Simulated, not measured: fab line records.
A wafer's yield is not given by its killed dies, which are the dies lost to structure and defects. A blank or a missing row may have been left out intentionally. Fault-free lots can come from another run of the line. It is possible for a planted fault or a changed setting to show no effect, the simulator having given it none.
Matching of chambers ; flow nand harc ; NHARC_A_CONTACT_DEP_29 on pecvd-02 has 3 sister chambers
The step deposits SiON, target thk 100 nm. 6 wafers are shown with their chamber, then 11 later ones without.

WAFERS PAIRED WITH THEIR CHAMBERS
wafer;chamber;heater power outer w (W);heater power w (W)
L086.1;1;424;682
L086.4;2;557;861
L089.2;2;539;831
L089.3;0;445;704
L089.6;0;450;721
L090.1;1;415;641

WAFERS WITHOUT THEIR CHAMBER
wafer;heater power outer w (W);heater power w (W)
L090.3;554;822
L090.5;572;860
L091.1;472;722
L091.3;387;615
L091.6;388;620
L092.1;548;833
L092.2;458;686
L092.3;514;810
L096.3;483;730
L096.4;490;783
L096.5;390;605

EACH ONE'S CHAMBER
wafer;from the rows above;in truth
L090.3;2;2
L090.5;2;2
L091.1;0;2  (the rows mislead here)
L091.3;1;1
L091.6;1;1
L092.1;2;2
L092.2;0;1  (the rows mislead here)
L092.3;2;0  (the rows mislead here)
L096.3;0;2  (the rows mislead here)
L096.4;can't be placed: 0 or 2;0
L096.5;1;1
6 of 11 placed correctly. Unplaceable from these rows: 1, with the true chamber sitting among the candidates in 1. Number placed wrongly: 4.
How it was worked out, from the rows above alone: a wafer's distance from a chamber is the root of the sum, over the readings, of the square of ((its reading less the chamber's mean) divided by the reading's scatter). The wafer belongs to the nearest chamber; if the next one is less than 2 further off, it can't be placed. A chamber's mean is the mean of its shown wafers. How the scatter is found: for the shown wafers, subtract from each reading the mean of its chamber, square and add these, divide the total by (wafers less chambers), then take the root.
